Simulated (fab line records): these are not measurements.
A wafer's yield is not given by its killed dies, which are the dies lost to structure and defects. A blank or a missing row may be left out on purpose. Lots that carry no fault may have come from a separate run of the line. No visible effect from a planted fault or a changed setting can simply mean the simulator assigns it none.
Lot-split experiment    flow n5 finfet    7 lots, 21 wafers read, on a route of 1938 steps

## THE SPLIT
At N5_BEOL_M9_ETCH_62 (etches SOC in N2/H2, target depth 110 nm, overetch 22 nm, time 165 s), the setting time s was moved away from the recipe's 165 s on 7 of the 21 wafers read, by -14.2% to +10.4%. The other wafers ran this setting at the recipe's value.

The reading is taken at the split's own step.

## THE READING
SiARC_of_BEOL_M9_COAT_60.thk nm (the simulator's own value, which no gauge read), in nm, at N5_BEOL_M9_ETCH_62 (etches SOC in N2/H2, target depth 110 nm, overetch 22 nm, time 165 s). The file gives no usual value for it. Across the 14 wafers here that went through the recipe, the average is 23.5 nm and the standard deviation 0.12 nm.

wafer   tool, chamber at the split  time s as run, s  against the recipe  SiARC_of_BEOL_M9_COAT_60.thk nm, nm  against lot-mates on the recipe
L074.1  rie diel-05, 1              146               -11.5%              24.6                                 +1.0
L074.3  rie diel-05, 3              165               recipe              23.6                                 -
L074.6  rie diel-05, 3              165               recipe              23.6                                 -
L078.1  rie diel-05, 0              141.9             -14.0%              24.4                                 +0.8
L078.2  rie diel-05, 2              141.9             -14.0%              24.6                                 +1.0
L078.5  rie diel-05, 3              165               recipe              23.6                                 -
L081.1  rie diel-05, 1              165               recipe              23.8                                 -
L081.2  rie diel-05, 2              165               recipe              23.6                                 -
L081.5  rie diel-05, 0              165               recipe              23.4                                 -
L090.1  rie diel-05, 1              141.5             -14.2%              24.8                                 +1.2
L090.2  rie diel-05, 2,3            165               recipe              23.6                                 -
L090.3  rie diel-05, 2,3            165               recipe              23.6                                 -
L088.1  rie diel-05, 3,0,0          165               recipe              23.4                                 -
L088.3  rie diel-05, 3,0,0          165               recipe              23.4                                 -
L088.6  rie diel-05, 3,0,0          165               recipe              23.4                                 -
L097.1  rie diel-05, 3,0            165               recipe              23.4                                 -
L097.6  rie diel-05, 3,0            165               recipe              23.4                                 -
L097.5  rie diel-05, 3              150.9             -8.5%               24                                   +0.6
L096.1  rie diel-06, 1              182.2             +10.4%              23.2                                 -0.2
L096.2  rie diel-06, 0              182.2             +10.4%              22.8                                 -0.6
L096.4  rie diel-06, 0              165               recipe              23.4                                 -
Where a row lists several chambers, the file gives one row for several wafers and doesn't say which wafer went through which chamber.

THE FIT
A straight line over all 21 wafers: SiARC_of_BEOL_M9_COAT_60.thk nm changes by -0.0703 nm for each +1% of time s; r = -0.95; the points scatter about the line by 0.17 nm.
The same after taking each lot's own level away (the mean of its wafers on the recipe; 21 wafers): -0.0639 nm for each +1%; r = -0.95; scatter 0.15 nm.
Per that fit: largest time s move, reading shift of 0.91 nm.
Across the lots, their own levels run from 23.40 to 23.60 nm, a range of 1.6 times the standard deviation given above.
Thus the slope moves with the lot-to-lot level: the two fits are different.
Check: with one of the wafers moved furthest among these (-14.2%) left out of the fit, the line predicts +0.902 nm for it against its lot-mates. It came out at +1.2 nm against them.

## OTHER SPLITS APPLIED TO THESE WAFERS
Before the reading, these wafers also passed through other splits. Each is held against what the fit with the lots' levels taken away leaves over:
other split on the same wafers  wafers away from the commonest value  r with SiARC_of_BEOL_M9_COAT_60.thk nm (lot level and that fit taken away)
N5_BEOL_M4_SPUTTER_79 time s    8                                     -0.22
N5_BEOL_M5_COAT_74 spin rpm     4                                     -0.65
N5_BEOL_M5_EXPOSE_25 dose mj    8                                     -0.40
N5_BEOL_M6_ILD_DEP_00 time s    9                                     +0.06
N5_BEOL_M7_ILD_DEP_00 time s    6                                     -0.25
N5_BEOL_M8_ETCH_62 source w     9                                     -0.02
N5_BEOL_M8_COAT_22 spin rpm     9                                     +0.12

## FILE'S OWN FIT
SiARC_of_BEOL_M9_COAT_60.thk nm changes by -0.0708 nm for each +1% of time s, r = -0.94.
